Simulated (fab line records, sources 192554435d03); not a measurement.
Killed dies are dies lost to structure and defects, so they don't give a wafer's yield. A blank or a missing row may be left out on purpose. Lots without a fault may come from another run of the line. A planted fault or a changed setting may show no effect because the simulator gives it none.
Chamber matching | flow n5_finfet | N5_BEOL_M13_ETCH_67 on rie_diel-03: 4 sister chambers
The step etches SiARC in CF4, target depth 143 nm, time 238.3 s. 8 wafers are shown with their chamber, then 9 later ones without.

WAFERS WITH THEIR CHAMBER
wafer  | chamber | showerhead_plenum_p_Torr (Torr) | etch_rf_on_time_s (s)
L087.5 | 2       | 2.11                            | 232
L086.3 | 3       | 2.19                            | 235
L089.2 | 0       | 2.17                            | 241
L089.4 | 1       | 2.16                            | 247
L089.5 | 1       | 2.16                            | 246
L093.2 | 2       | 2.10                            | 232
L093.4 | 0       | 2.17                            | 240
L093.6 | 3       | 2.19                            | 234

WAFERS WITHOUT THEIR CHAMBER
wafer  | showerhead_plenum_p_Torr (Torr) | etch_rf_on_time_s (s)
L090.1 | 2.19                            | 236
L090.3 | 2.16                            | 249
L090.5 | 2.16                            | 247
L095.1 | 2.16                            | 245
L095.3 | 2.16                            | 239
L095.6 | 2.16                            | 245
L094.3 | 2.16                            | 239
L094.5 | 2.16                            | 239
L094.6 | 2.18                            | 236

WHICH CHAMBER EACH WENT THROUGH
wafer  | from the rows above | in truth
L090.1 | 3                   | 3
L090.3 | 1                   | 1
L090.5 | 1                   | 1
L095.1 | 1                   | 1
L095.3 | 0                   | 0
L095.6 | 1                   | 1
L094.3 | 0                   | 0
L094.5 | 0                   | 0
L094.6 | 3                   | 3
Placed correctly: 9 of 9. Can't be placed from these rows: 0. Placed wrongly: 0.
How it was worked out, from the rows above alone: a wafer's distance from a chamber is the root of the sum, over the readings, of the square of ((its reading less the chamber's mean) divided by the reading's scatter). The wafer belongs to the nearest chamber; if the next one is less than 2 further off, it can't be placed. A chamber's mean is the mean of its shown wafers. The scatter: the root of (the sum of the squares of (reading less its chamber's mean) over the shown wafers, divided by (wafers less chambers)).
